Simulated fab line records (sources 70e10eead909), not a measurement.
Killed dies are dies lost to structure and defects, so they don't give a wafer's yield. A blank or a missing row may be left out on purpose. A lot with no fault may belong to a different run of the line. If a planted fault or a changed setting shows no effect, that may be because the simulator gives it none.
Matching of chambers    flow nandHarc    rieDiel-07 running NHARC_A_STAIRCASE_ETCH_292: 4 sister chambers
The step etches the open film in CF4/CHF3. 14 wafers are shown with their chamber, then 7 later ones without.

EACH WAFER AND ITS CHAMBER
wafer   chamber  drypumpMotorCurrentA (A)  showerheadPlenumPTorr (Torr)  rfVppV (V)
L074.3  1        6.3                       1.52                          368.0
L074.5  2        5.9                       1.57                          371.9
L074.6  1        6.3                       1.51                          368.4
L075.2  2        5.9                       1.56                          369.8
L075.4  1        6.3                       1.51                          369.1
L075.5  3        4.8                       1.50                          368.1
L085.1  0        5.9                       1.55                          369.4
L085.4  2        5.9                       1.56                          369.7
L085.5  2        5.9                       1.56                          369.1
L087.1  0        5.9                       1.55                          368.4
L087.5  1        6.3                       1.51                          368.8
L087.6  0        5.8                       1.55                          371.4
L090.2  0        5.8                       1.55                          369.1
L090.5  3        4.9                       1.49                          367.6

SIGNATURES, as means of the wafers listed above
reading                chamber 0  chamber 1  chamber 2  chamber 3  scatter within a chamber
drypumpMotorCurrentA   5.850      6.300      5.900      4.850      0.0387
showerheadPlenumPTorr  1.5500     1.5125     1.5625     1.4950     0.00447
rfVppV                 369.575    368.575    370.125    367.850    1.01
Rule: distance of a wafer from a chamber = root of the sum over the readings of ((wafer's reading minus chamber's mean) / reading's scatter) squared. The wafer belongs to the nearest chamber; if the next one is less than 2 further off, it can't be placed. How the scatter is found: for the shown wafers, subtract from each reading the mean of its chamber, square and add these, divide the total by (wafers less chambers), then take the root.

WAFERS WITH NO CHAMBER GIVEN
wafer   drypumpMotorCurrentA (A)  showerheadPlenumPTorr (Torr)  rfVppV (V)
L090.6  5.9                       1.56                          370.0
L092.2  5.9                       1.54                          368.7
L092.3  5.9                       1.55                          369.3
L092.5  4.9                       1.49                          367.5
L097.1  5.9                       1.55                          370.3
L097.4  5.8                       1.54                          369.0
L097.5  5.8                       1.54                          369.4

WHICH CHAMBER EACH ONE RAN IN
wafer   from the rows above      in truth
L090.6  2                        2
L092.2  0                        0
L092.3  can't be placed: 0 or 2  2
L092.5  3                        3
L097.1  can't be placed: 0 or 2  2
L097.4  0                        0
L097.5  0                        0
5 of 7 placed correctly. Unplaceable from these rows: 2, with the true chamber sitting among the candidates in 2. Number placed wrongly: 0.
